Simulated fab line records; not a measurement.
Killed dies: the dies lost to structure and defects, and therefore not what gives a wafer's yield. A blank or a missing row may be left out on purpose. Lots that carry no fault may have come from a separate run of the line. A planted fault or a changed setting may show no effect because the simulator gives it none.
Chamber matching	flow n5-finfet	N5_MOL_CONTACT_COAG_ETCH_15 on rie-diel-03: 4 sister chambers
The step etches SiNx in CH3F/O2, stops on Si:P, target depth 7 nm. 4 wafers are shown with their chamber, then 8 later ones without.

## EACH WAFER AND ITS CHAMBER
wafer	chamber	showerhead-plenum-p-Torr (Torr)
L395.4	0	2.08
L398.1	3	1.92
L398.3	1	2.01
L399.1	2	2.02

## WAFERS WITHOUT THEIR CHAMBER
wafer	showerhead-plenum-p-Torr (Torr)
L399.3	2.01
L399.6	1.92
L403.3	2.01
L403.5	1.91
L403.6	2.07
L406.1	2.07
L406.2	2.02
L406.5	2.02

## CHAMBER TAKEN BY EACH
wafer	from the rows above	in truth
L399.3	can't be placed: 1 or 2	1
L399.6	3	3
L403.3	can't be placed: 1 or 2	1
L403.5	3	3
L403.6	0	0
L406.1	0	0
L406.2	can't be placed: 2 or 1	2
L406.5	can't be placed: 2 or 1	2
Correctly placed: 4 of 8. Not placeable from these rows: 4 (in 4, the candidates include the true chamber). Wrongly placed: 0.
How it was worked out, from the rows above alone: a wafer's distance from a chamber is the root of the sum, over the readings, of the square of ((its reading less the chamber's mean) divided by the reading's scatter). If the next closest chamber is less than 2 further off than the closest, the wafer can't be placed; otherwise it belongs to the closest. For every chamber, the mean is computed from those of its wafers that are shown. The scatter (one wafer shown for each chamber): square how far every hidden wafer sits from the nearest shown wafer, average those squares and take the square root.
